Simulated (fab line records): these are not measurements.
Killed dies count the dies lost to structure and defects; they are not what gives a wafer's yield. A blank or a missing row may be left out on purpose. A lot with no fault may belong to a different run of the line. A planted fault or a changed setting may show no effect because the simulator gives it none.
Split-lot study	flow n5Finfet	on a route of 1938 steps: 7 lots, 39 wafers read

ON THE SPLIT
At N5_BEOL_M15_ETCH_61 (etches BARC in N2/H2, target depth 89 nm, overetch 26.7 nm, time 67.9 s), the setting timeS was moved away from the recipe's 67.9 s on 9 of the 39 wafers read, by -23.1% to -15.3%. This setting was run at the recipe's value on the other wafers.

The reading comes from the split's own step.

THE READING
coat_of_BEOL_M15_COAT_22.thkNm (the simulator's own value, which no gauge read), in nm, at N5_BEOL_M15_ETCH_61 (etches BARC in N2/H2, target depth 89 nm, overetch 26.7 nm, time 67.9 s). No usual value for it is given in the file. Here, 30 wafers ran the recipe; their average is 719.2 nm with a standard deviation of 3.7 nm.

wafer	tool, chamber at the split	timeS as run, s	against the recipe	coat_of_BEOL_M15_COAT_22.thkNm, nm	against lot-mates on the recipe
L077.1	rieDiel-01, 3	53.08	-21.8%	740.6	+17.0
L077.2	rieDiel-01, 0	67.9	recipe	719.2	-
L077.3	rieDiel-01, 2	67.9	recipe	723.8	-
L077.4	rieDiel-01, 1	67.9	recipe	727.8	-
L077.5	rieDiel-01, 2	53.08	-21.8%	738.2	+14.6
L077.6	rieDiel-01, 3	53.08	-21.8%	741.4	+17.8
L080.1	rieDiel-01, 0,1	52.2	-23.1%	733.6	+14.7
L080.4	rieDiel-01, 0,1	52.2	-23.1%	733.6	+14.7
L080.2	rieDiel-01, 2	52.2	-23.1%	735.2	+16.3
L080.3	rieDiel-01, 3	67.9	recipe	719.2	-
L080.5	rieDiel-01, 2	67.9	recipe	717.8	-
L080.6	rieDiel-01, 3	67.9	recipe	719.8	-
L081.1	rieDiel-02, 1	67.9	recipe	721.8	-
L081.2	rieDiel-02, 0	67.9	recipe	724	-
L081.3	rieDiel-02, 3	67.9	recipe	723.6	-
L081.4	rieDiel-02, 2	67.9	recipe	719	-
L081.5	rieDiel-02, 1	67.9	recipe	722.6	-
L081.6	rieDiel-02, 0	67.9	recipe	723.2	-
L084.1	rieDiel-01, 0	67.9	recipe	710.4	-
L084.2	rieDiel-01, 2	67.9	recipe	715	-
L084.3	rieDiel-01, 3	67.9	recipe	718.8	-
L084.4	rieDiel-01, 1	67.9	recipe	715.2	-
L084.5	rieDiel-01, 2	67.9	recipe	714.2	-
L084.6	rieDiel-01, 1	67.9	recipe	715.6	-
L087.1	rieDiel-01, 2	67.9	recipe	715.2	-
L087.2	rieDiel-01, 3	67.9	recipe	718.2	-
L087.3	rieDiel-01, 0	67.9	recipe	714	-
L091.1	rieDiel-01, 2	67.9	recipe	719.2	-
L091.2	rieDiel-01, 3	67.9	recipe	723.2	-
L091.3	rieDiel-01, 1	67.9	recipe	719.6	-
L091.4	rieDiel-01, 0	67.9	recipe	717	-
L091.5	rieDiel-01, 1	67.9	recipe	721.6	-
L091.6	rieDiel-01, 0	67.9	recipe	718.2	-
L093.1	rieDiel-01, 2	57.51	-15.3%	728.6	+9.3
L093.2	rieDiel-01, 0	67.9	recipe	716.2	-
L093.3	rieDiel-01, 1	57.51	-15.3%	729.8	+10.5
L093.4	rieDiel-01, 3	57.51	-15.3%	734.2	+14.9
L093.5	rieDiel-01, 2	67.9	recipe	719	-
L093.6	rieDiel-01, 3	67.9	recipe	722.6	-
The file does not say which wafer passed through which chamber wherever a row lists several chambers: such a row stands for several wafers.

FIT RESULTS
A straight line over all 39 wafers: coat_of_BEOL_M15_COAT_22.thkNm changes by -0.788 nm for each +1% of timeS; r = -0.88; the points scatter about the line by 3.7 nm.
The same after taking each lot's own level away (the mean of its wafers on the recipe; 39 wafers): -0.712 nm for each +1%; r = -0.94; scatter 2.2 nm.
That fit puts the effect of the largest move of timeS on the reading at 16 nm.
Across the lots, their own levels run from 714.87 to 723.60 nm, a range of 2.3 times the standard deviation given above.
So the lot-to-lot level changes the slope: the two fits differ.
Check: with one of the wafers moved furthest among these (-23.1%) left out of the fit, the line predicts +16.8 nm for it against its lot-mates. It came out at +14.7 nm against them.

THESE WAFERS: OTHER SPLITS
These wafers also went through other splits before the reading. Each is held against what the fit with the lots' levels taken away leaves over:
other split on the same wafers	wafers away from the commonest value	r with coat_of_BEOL_M15_COAT_22.thkNm (lot level and that fit taken away)
N5_BEOL_M12_TRENCH_ETCH_34 targetDepthA	15	-0.13
N5_BEOL_M15_ILD_DEP_00 targetThkA	9	-0.22

FILE'S OWN FIT
coat_of_BEOL_M15_COAT_22.thkNm changes by -0.713 nm for each +1% of timeS, r = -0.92.
